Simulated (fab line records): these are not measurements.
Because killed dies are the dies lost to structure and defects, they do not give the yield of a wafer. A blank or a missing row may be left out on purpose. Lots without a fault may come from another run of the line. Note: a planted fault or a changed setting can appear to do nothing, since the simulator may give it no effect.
Chamber matching    flow n5 finfet    N5_GATE_CUT_CMP_43 on cmp-02: 4 sister chambers
The step polishes SiO2. 4 wafers are shown with their chamber, then 9 later ones without.

## WAFERS PAIRED WITH THEIR CHAMBERS
wafer   chamber  motor current A (A)
L082.2  2        12.2
L087.1  1        10.4
L087.3  0        13.5
L087.6  3        11.4

## WAFERS WITH NO CHAMBER GIVEN
wafer   motor current A (A)
L089.2  12.2
L089.3  11.2
L089.4  12.0
L095.2  11.7
L095.3  11.5
L095.4  12.2
L097.2  11.7
L097.4  13.7
L097.5  12.3

## WHICH CHAMBER EACH ONE RAN IN
wafer    from the rows above       in truth
L089.2   2                         2
L089.3   3                         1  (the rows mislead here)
L089.4   2                         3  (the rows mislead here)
L095.2   can't be placed: 3 or 2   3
L095.3   3                         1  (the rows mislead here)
L095.4   2                         2
L097.2   can't be placed: 3 or 2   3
L097.4   0                         0
L097.5   2                         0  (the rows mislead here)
Correct placement for 3 of the 9. Can't be placed from these rows: 2 (the true chamber is among the candidates in 2). 4 placed wrongly.
How it was worked out, from the rows above alone: a wafer's distance from a chamber is the root of the sum, over the readings, of the square of ((its reading less the chamber's mean) divided by the reading's scatter). If the next closest chamber is less than 2 further off than the closest, the wafer can't be placed; otherwise it belongs to the closest. Each chamber's mean is taken over the wafers shown for it. The scatter: with one shown wafer a chamber, the root of the mean of the squares of how far each hidden wafer lies from its nearest shown one.
